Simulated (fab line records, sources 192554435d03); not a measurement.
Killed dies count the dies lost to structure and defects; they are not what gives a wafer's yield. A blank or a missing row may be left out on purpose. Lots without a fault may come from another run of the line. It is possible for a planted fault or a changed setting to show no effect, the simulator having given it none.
Split-lot experiment -- flow n5_finfet -- 21 wafers read across 7 lots, on a route 1938 steps long

== SPLIT DETAILS ==
At N5_PASSIVATION_ETCH_54 (etches SiO2 in CHF3/O2, target depth 880 nm, time 440 s), the setting bias_w was moved away from the recipe's 170 W on 4 of the 21 wafers read, by +5.4% to +17.2%. For the rest of the wafers, this setting stayed at what the recipe calls for.

The reading is taken at the split's own step.

== THE READING ==
rf_vpp_V, in V, at N5_PASSIVATION_ETCH_54 (etches SiO2 in CHF3/O2, target depth 880 nm, time 440 s). On this fab line, fault-free wafers typically give 531 V with a standard deviation of 7.5 V.

wafer,"tool, chamber at the split","bias_w as run, W",against the recipe,"rf_vpp_V, V",against lot-mates on the recipe
L075.2,"rie_diel-02, 0",170,recipe,527,-
L075.5,"rie_diel-02, 0",170,recipe,528,-
L075.6,"rie_diel-02, 1",192.3,+13.1%,577,+50
L080.1,"rie_diel-02, 2",170,recipe,548,-
L080.2,"rie_diel-02, 3",170,recipe,520,-
L080.3,"rie_diel-02, 0",170,recipe,527,-
L083.1,"rie_diel-01, 0",179.2,+5.4%,545,+19
L083.4,"rie_diel-01, 3",179.2,+5.4%,548,+22
L083.6,"rie_diel-01, 3",170,recipe,526,-
L088.1,"rie_diel-01, 0",170,recipe,522,-
L088.4,"rie_diel-01, 1",170,recipe,536,-
L088.5,"rie_diel-01, 1",170,recipe,537,-
L086.2,"rie_diel-01, 1",170,recipe,537,-
L086.3,"rie_diel-01, 2",170,recipe,534,-
L086.4,"rie_diel-01, 3",170,recipe,527,-
L087.2,"rie_diel-06, 0",170,recipe,531,-
L087.3,"rie_diel-06, 1",170,recipe,534,-
L087.4,"rie_diel-06, 2",170,recipe,528,-
L096.2,"rie_diel-06, 3",170,recipe,538,-
L096.4,"rie_diel-06, 2",199.3,+17.2%,598,+64
L096.6,"rie_diel-06, 0",170,recipe,531,-

THE FIT
A straight line over all 21 wafers: rf_vpp_V changes by +3.66 V for each +1% of bias_w; r = +0.94; the points scatter about the line by 6.5 V.
The same after taking each lot's own level away (the mean of its wafers on the recipe; 21 wafers): +3.72 V for each +1%; r = +0.95; scatter 5.9 V.
According to that fit, moving bias_w by its largest amount changes the reading by 64 V.
The span of the lots' own levels, 526.0 to 534.5 V, comes to 1.1 times the standard deviation stated above.
The two slopes are in agreement: the lot-to-lot level therefore moves the slope only a little.
Check: for one of the wafers moved furthest among these (+17.2%), held out of the fit, the line's prediction against its lot-mates is +65.1 V. Against them it came out at +63.5 V.
Tool readings at the split's step, against how far the setting was moved: rf_vpp_V r = +0.94.

== THE OTHER SPLITS THESE WAFERS WENT THROUGH ==
Other splits were also applied to these wafers ahead of the reading. Each is held against what the fit with the lots' levels taken away leaves over:
other split on the same wafers,wafers away from the commonest value,r with rf_vpp_V (lot level and that fit taken away)
N5_PASSIVATION_EXPOSE_27 dose_mj,7,-0.18
N5_PASSIVATION_ETCH_59 time_s,6,-0.11
N5_PASSIVATION_PASS_ETCH_47 source_w,5,-0.17

== THE FILE'S OWN FIT ==
rf_vpp_V changes by +3.71 V for each +1% of bias_w, r = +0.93.
